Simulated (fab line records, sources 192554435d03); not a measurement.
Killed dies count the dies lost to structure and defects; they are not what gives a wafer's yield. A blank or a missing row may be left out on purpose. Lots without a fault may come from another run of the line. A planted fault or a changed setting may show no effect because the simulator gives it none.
The same fault as seen by 3 desks + flow n5 finfet + numbers are kept per desk, each desk with only its own; the story behind them comes last

## THE DEFECT DESK
Lot by lot, what the route's inspections counted, given as the mean of those sampled wafers with a number. If a lot's mean is further than 4 standard deviations from the usual mean, the lot is out of limits and carries the mark OUT (the distance appears in the brackets).
Columns: A = raw defect count at N5_BEOL_M10_INSPECT_58, usual 82
| lot  | first seen here | A   |
|------|-----------------|-----|
| L452 | day 11 12:08    | 67  |
| L457 | day 12 06:48    | 70  |
| L458 | day 12 10:24    | 123 |
| L461 | day 12 13:50    | 110 |
| L460 | day 13 21:24    | 69  |
| L463 | day 14 08:10    | 42  |
| L464 | day 14 16:37    | 96  |
| L473 | day 16 07:28    | 78  |
| L474 | day 16 23:56    | 59  |
| L475 | day 17 08:49    | 68  |
Result from this desk: across the 10 lots, nothing is out of limits.

## METROLOGY DESK
What the gauges read for every lot (on any tool): the sampled wafers with a number, averaged. If a lot's mean is further than 4 standard deviations from the usual mean, the lot is out of limits and carries the mark OUT (the distance appears in the brackets). Of its 12 readings 7 are shown: the one that was out of limits first, and those that lie furthest out on some lot.
Columns: A = DIBL_N at N5_BEOL_M4_RC_MEAS_101, usual 36.4 mV/V; B = IOFF_P at N5_BEOL_M4_RC_MEAS_101, usual 0.21 nA/um; C = ION_P at N5_BEOL_M4_RC_MEAS_101, usual 459 uA/um; D = SS_P at N5_BEOL_M4_RC_MEAS_101, usual 73.2 mV/dec; E = VT_P at N5_BEOL_M4_RC_MEAS_101, usual -250 mV; F = cd nm at N5_BEOL_M10_CD_MEAS_35, usual 70.0 nm; G = M11_ILD_THK at N5_BEOL_M11_THK_MEAS_01, usual 268 nm
| lot  | first seen here | A    | B    | C   | D    | E    | F    | G             |
|------|-----------------|------|------|-----|------|------|------|---------------|
| L452 | day 8 20:48     | 36.3 | 0.20 | 455 | 73.4 | -252 | 70.3 | 270           |
| L458 | day 10 00:43    | 36.8 | 0.26 | 470 | 73.7 | -247 | 71.7 | 270           |
| L457 | day 10 01:51    | 36.2 | 0.20 | 461 | 73.0 | -250 | 70.2 | 267           |
| L461 | day 10 09:16    | 38.2 | 0.26 | 468 | 74.0 | -245 | 69.8 | 272           |
| L460 | day 11 16:36    | 35.2 | 0.17 | 452 | 72.8 | -254 | 69.9 | 267           |
| L463 | day 11 20:03    | 35.7 | 0.19 | 455 | 73.3 | -253 | 70.3 | 221 (-13) OUT |
| L464 | day 12 08:26    | 36.3 | 0.20 | 460 | 72.9 | -250 | 71.1 | 223 (-13) OUT |
| L473 | day 13 23:15    | 37.0 | 0.17 | 450 | 73.0 | -258 | 69.7 | 266           |
| L474 | day 14 19:29    | 35.5 | 0.22 | 463 | 73.2 | -249 | 69.2 | 262           |
| L475 | day 14 23:20    | 34.2 | 0.23 | 466 | 73.1 | -246 | 70.0 | 270           |
Finding of this desk: L463, L464 out of limits, first seen on L463 at day 14 09:20 (M11_ILD_THK at N5_BEOL_M11_THK_MEAS_01). In limits: L452, L458, L457, L461, L460, L473, L474, L475.

## FOR THE TOOL OWNER'S DESK: pecvd-04
The tool's own readings at N5_BEOL_M11_ILD_DEP_00 (deposits SiCOH lowk from DEMS/porogen, target thk 308.51 nm, time 58 s): means of the sampled wafers that have a number, for each lot that ran on this tool. If a lot's mean is further than 4 standard deviations from the usual mean, the lot is out of limits and carries the mark OUT (the distance appears in the brackets).
Columns: A = heater power w at N5_BEOL_M11_ILD_DEP_00, usual 333 W; B = run length s at N5_BEOL_M11_ILD_DEP_00, usual 100.6 s; C = showerhead plenum p Torr at N5_BEOL_M11_ILD_DEP_00, usual 5.741 Torr; D = showerhead vpp V at N5_BEOL_M11_ILD_DEP_00, usual 1443 V; E = throttle valve pct at N5_BEOL_M11_ILD_DEP_00, usual 14.0 %
| lot  | first seen here | A   | B              | C     | D    | E    |
|------|-----------------|-----|----------------|-------|------|------|
| L458 | day 12 10:26    | 331 | 100.2          | 5.747 | 1488 | 13.5 |
| L461 | day 12 13:53    | 369 | 99.9           | 5.754 | 1570 | 14.0 |
| L460 | day 13 21:26    | 320 | 100.8          | 5.721 | 1467 | 13.3 |
| L463 | day 14 08:12    | 333 | 89.8 (-19) OUT | 5.744 | 1514 | 13.5 |
| L464 | day 14 16:40    | 345 | 89.5 (-19) OUT | 5.748 | 1568 | 13.8 |
This desk finds L463, L464 out of limits, L463 being first, at day 14 08:12 (run length s at N5_BEOL_M11_ILD_DEP_00). In limits: L458, L461, L460.

## ALL TOGETHER
An alarm could have come from the tool owner's desk at day 14 08:12, on L463, L464.
L463, L464 would have let the metrology desk raise an alarm at day 14 09:20.
Nothing out of limits was seen by the defect desk.
The defect desk has L463, L464 on record, within its limits.
Of the lots named, all ran N5_BEOL_M11_ILD_DEP_00 on pecvd-04.

## WHAT HAD BEEN PUT IN BY THE SIMULATOR
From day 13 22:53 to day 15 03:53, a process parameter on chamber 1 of pecvd-04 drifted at N5_BEOL_M11_ILD_DEP_00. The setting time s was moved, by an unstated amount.
Shown lots that were struck: L463, L464.
Fault start to first reading out of limits, in hours, per desk: tool owner, 9; metrology, 10.
